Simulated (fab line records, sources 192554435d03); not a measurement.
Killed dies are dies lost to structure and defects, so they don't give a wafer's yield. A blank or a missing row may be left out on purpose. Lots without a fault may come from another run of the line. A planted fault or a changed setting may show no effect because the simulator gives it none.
Which tool did it? | flow n5_finfet | 24 lots, 72 wafers sampled, at 4 steps of a route of 1938

WHAT THE GAUGES READ, wafer by wafer
N5_BEOL_M6_CD_MEAS_35: target cd 40 nm, target cd y 28 nm. Usual: cd_nm 40.0 nm, standard deviation 0.61.
lot  | measured     | on        | cd_nm (nm)     | flag
L075 | day 9 11:37  | cd_sem-03 | 40.4 39.9 41.4 |
L074 | day 9 18:25  | cd_sem-01 | 40.1 40.2 39.6 |
L076 | day 10 05:43 | cd_sem-01 | 38.8 40.0 40.3 |
L080 | day 10 16:38 | cd_sem-01 | 41.5 40.5 40.4 |
L077 | day 10 17:03 | cd_sem-01 | 39.9 39.8 38.8 |
L078 | day 10 17:24 | cd_sem-03 | 40.3 40.5 39.8 |
L079 | day 11 00:08 | cd_sem-03 | 38.8 40.4 39.3 |
L081 | day 11 16:32 | cd_sem-01 | 40.2 39.7 40.3 |
L082 | day 11 17:00 | cd_sem-02 | 41.0 40.9 40.4 |
L083 | day 12 06:51 | cd_sem-03 | 39.1 39.0 40.1 |
L084 | day 12 10:37 | cd_sem-01 | 40.2 39.8 41.0 |
L086 | day 13 06:37 | cd_sem-01 | 40.6 40.1 39.6 |
L085 | day 13 07:13 | cd_sem-02 | 39.3 38.8 39.5 |
L088 | day 13 13:35 | cd_sem-02 | 39.5 40.2 40.0 |
L087 | day 14 02:21 | cd_sem-02 | 39.7 39.8 39.2 |
L089 | day 14 06:00 | cd_sem-01 | 39.9 40.7 40.9 |
L093 | day 14 06:29 | cd_sem-01 | 39.8 39.0 40.3 |
L090 | day 14 11:10 | cd_sem-02 | 40.0 39.8 39.5 |
L091 | day 14 11:12 | cd_sem-02 | 40.3 39.3 39.7 |
L095 | day 14 17:41 | cd_sem-02 | 39.2 39.8 39.7 |
L092 | day 14 17:49 | cd_sem-02 | 40.0 41.1 40.8 |
L094 | day 14 22:13 | cd_sem-03 | 39.7 40.2 41.0 |
L096 | day 15 21:11 | cd_sem-03 | 39.9 40.7 39.5 |
L097 | day 16 12:04 | cd_sem-01 | 40.2 41.0 40.1 |

N5_BEOL_M6_INSPECT_58: inspects for defects (darkfield). Usual: raw_defect_count 78, standard deviation 26.
lot  | measured     | on                | raw_defect_count | flag
L075 | day 9 14:26  | defect_inspect-01 | 54 42 37         |
L074 | day 9 20:32  | defect_inspect-01 | 64 79 47         |
L076 | day 10 11:47 | defect_inspect-02 | 57 173 79        |
L080 | day 10 19:26 | defect_inspect-01 | 51 83 88         |
L077 | day 10 19:43 | defect_inspect-02 | 62 111 80        |
L078 | day 10 19:54 | defect_inspect-02 | 64 61 82         |
L079 | day 11 03:13 | defect_inspect-01 | 151 92 71        |
L081 | day 11 19:41 | defect_inspect-01 | 70 60 86         |
L082 | day 11 20:12 | defect_inspect-01 | 67 102 104       |
L083 | day 12 10:40 | defect_inspect-01 | 90 83 90         |
L084 | day 12 13:34 | defect_inspect-01 | 80 88 57         |
L086 | day 13 10:26 | defect_inspect-02 | 148 78 119       |
L085 | day 13 11:01 | defect_inspect-01 | 76 114 68        |
L088 | day 13 15:53 | defect_inspect-02 | 75 99 37         |
L087 | day 14 04:36 | defect_inspect-01 | 136 75 78        |
L089 | day 14 08:47 | defect_inspect-02 | 101 81 93        |
L093 | day 14 09:41 | defect_inspect-02 | 64 50 48         |
L090 | day 14 13:27 | defect_inspect-01 | 40 68 37         |
L091 | day 14 13:38 | defect_inspect-02 | 77 79 84         |
L095 | day 14 21:19 | defect_inspect-01 | 47 57 86         |
L092 | day 14 21:35 | defect_inspect-01 | 50 50 58         |
L094 | day 15 01:23 | defect_inspect-02 | 140 84 66        |
L096 | day 16 00:40 | defect_inspect-02 | 96 131 80        |
L097 | day 16 15:39 | defect_inspect-01 | 124 105 91       |

N5_BEOL_M7_OVL_MEAS_29. Usual: V6_OVL -0.7 nm, standard deviation 0.69.
lot  | measured     | on         | V6_OVL (nm)    | flag
L075 | day 9 23:35  | overlay-01 | -0.2 -0.1 -1.3 |
L074 | day 10 00:02 | overlay-02 | -0.9 -0.6 -1.4 |
L076 | day 10 16:17 | overlay-02 | -1.3 -1.4 -0.8 |
L080 | day 10 23:20 | overlay-01 | 0.2 -1.0 -0.9  |
L077 | day 10 22:53 | overlay-02 | -0.5 -0.3 -1.6 |
L078 | day 10 23:04 | overlay-02 | -1.1 -0.4 -1.0 |
L079 | day 11 09:41 | overlay-02 | -0.8 -0.9 -0.3 |
L081 | day 12 03:04 | overlay-01 | -0.5 -1.3 -1.3 |
L082 | day 12 03:15 | overlay-02 | -1.2 -1.1 0.3  |
L083 | day 12 14:03 | overlay-02 | -0.3 -2.2 -1.3 |
L084 | day 12 16:32 | overlay-01 | -1.0 0.5 -0.2  |
L086 | day 13 14:57 | overlay-01 | -1.5 -0.9 -1.0 |
L085 | day 13 15:10 | overlay-02 | -0.5 -1.2 -1.0 |
L088 | day 14 01:41 | overlay-01 | -0.1 0.4 -0.3  |
L087 | day 14 07:55 | overlay-02 | -1.9 -1.8 -1.6 |
L089 | day 14 12:05 | overlay-01 | 0.2 0.5 0.0    |
L093 | day 14 12:53 | overlay-02 | -1.0 -0.6 -0.3 |
L090 | day 14 19:20 | overlay-02 | -0.8 -0.3 -0.5 |
L091 | day 14 19:05 | overlay-02 | -1.2 -0.9 -0.4 |
L095 | day 15 04:10 | overlay-02 | 0.3 -0.1 -0.6  |
L092 | day 15 03:16 | overlay-02 | 0.2 -1.1 0.1   |
L094 | day 15 05:04 | overlay-01 | 0.4 -0.4 -1.1  |
L096 | day 16 04:32 | overlay-01 | 1.2 1.0 0.7    |
L097 | day 16 22:26 | overlay-01 | -1.2 -0.3 -1.5 |

WHICH TOOL RAN EACH LOT (tool, then ch and the chambers of the sampled wafers, then the start)
lot  | N5_BEOL_M6_DEP_56
L075 | pecvd-03 ch 0,1,2, day 9 14:20
L074 | pecvd-03 ch 1,2, day 9 20:24
L076 | pecvd-02 ch 0,1,2, day 10 11:41
L080 | pecvd-03 ch 0,2, day 10 19:21
L077 | pecvd-01 ch 0,1, day 10 19:37
L078 | pecvd-01 ch 0,1, day 10 19:48
L079 | pecvd-03 ch 1,2, day 11 03:07
L081 | pecvd-02 ch 0,1,2, day 11 19:35
L082 | pecvd-02 ch 0,2, day 11 20:06
L083 | pecvd-01 ch 1,2, day 12 10:34
L084 | pecvd-02 ch 1,2, day 12 13:28
L086 | pecvd-01 ch 0,1,2, day 13 10:20
L085 | pecvd-01 ch 1,2, day 13 10:55
L088 | pecvd-03 ch 1,2, day 13 15:47
L087 | pecvd-02 ch 0,1,2, day 14 04:31
L089 | pecvd-01 ch 0,2, day 14 08:41
L093 | pecvd-02 ch 0,2, day 14 09:35
L090 | pecvd-02 ch 0,1,2, day 14 13:22
L091 | pecvd-03 ch 0,1,2, day 14 13:32
L095 | pecvd-03 ch 1,2, day 14 21:13
L092 | pecvd-02 ch 0,1,2, day 14 21:31
L094 | pecvd-02 ch 0,1,2, day 15 01:17
L096 | pecvd-03 ch 0,1, day 16 00:34
L097 | pecvd-02 ch 0,2, day 16 15:33
- N5_BEOL_M6_DEP_56: deposits SiCN from 3MS/NH3, target thk 10 nm, time 17.5 s.

WHAT THE TOOLS THEMSELVES READ (means of the sampled wafers that have a number; where no wafer has one, the mark that the record gives instead)
N5_BEOL_M6_DEP_56. Usual: chamber_pressure_Torr 3.000 Torr, standard deviation 0.0069; showerhead_plenum_p_Torr 3.660 Torr, standard deviation 0.015; throttle_valve_pct 8.85 %, standard deviation 0.27.
lot  | tool     | chamber_pressure_Torr (Torr) | showerhead_plenum_p_Torr (Torr) | throttle_valve_pct (%) | flag
L075 | pecvd-03 | 2.995                        | 3.652                           | 8.79                   |
L074 | pecvd-03 | 2.999                        | 3.647                           | 8.69                   |
L076 | pecvd-02 | 3.003                        | 3.666                           | 8.97                   |
L080 | pecvd-03 | 2.998                        | 3.645                           | 8.70                   |
L077 | pecvd-01 | 3.004                        | 3.668                           | 8.82                   |
L078 | pecvd-01 | 2.997                        | 3.664                           | 8.91                   |
L079 | pecvd-03 | 2.988                        | 3.662                           | 8.86                   |
L081 | pecvd-02 | 3.000                        | 3.672                           | 8.82                   |
L082 | pecvd-02 | 2.998                        | 3.667                           | 9.13                   |
L083 | pecvd-01 | 2.996                        | 3.658                           | 8.96                   |
L084 | pecvd-02 | 3.007                        | 3.664                           | 8.77                   |
L086 | pecvd-01 | 3.002                        | 3.662                           | 8.70                   |
L085 | pecvd-01 | 3.009                        | 3.652                           | 9.08                   |
L088 | pecvd-03 | 2.994                        | 3.641                           | 8.89                   |
L087 | pecvd-02 | 2.998                        | 3.671                           | 8.93                   |
L089 | pecvd-01 | 3.002                        | 3.674                           | 8.52                   |
L093 | pecvd-02 | 3.000                        | 3.669                           | 8.78                   |
L090 | pecvd-02 | 3.002                        | 3.670                           | 9.00                   |
L091 | pecvd-03 | 3.002                        | 3.652                           | 8.87                   |
L095 | pecvd-03 | 3.003                        | 3.647                           | 8.92                   |
L092 | pecvd-02 | 2.995                        | 3.666                           | 8.79                   |
L094 | pecvd-02 | 3.003                        | 3.666                           | 8.99                   |
L096 | pecvd-03 | 3.003                        | 3.665                           | 8.79                   |
L097 | pecvd-02 | 2.994                        | 3.668                           | 8.90                   |

THE ANSWER, worked out from the rows above alone
Rule: a lot is off if the mean of its wafers that have a number lies more than 3 standard deviations from the usual mean. A lot without any number at a reading at which 4 lots or more have one is off too. The other lots that the step has rows for count as sound. The gauges are gone through in route order, then the tools' own readings, and for those a lot's mean is taken as printed above. The first step at which some lot is off is used, and at that step the reading that is off furthest; a lot without a number counts as furthest.
No lot is off at any reading shown: from this, nothing can be told.

WHAT THE SIMULATOR HAD PUT IN
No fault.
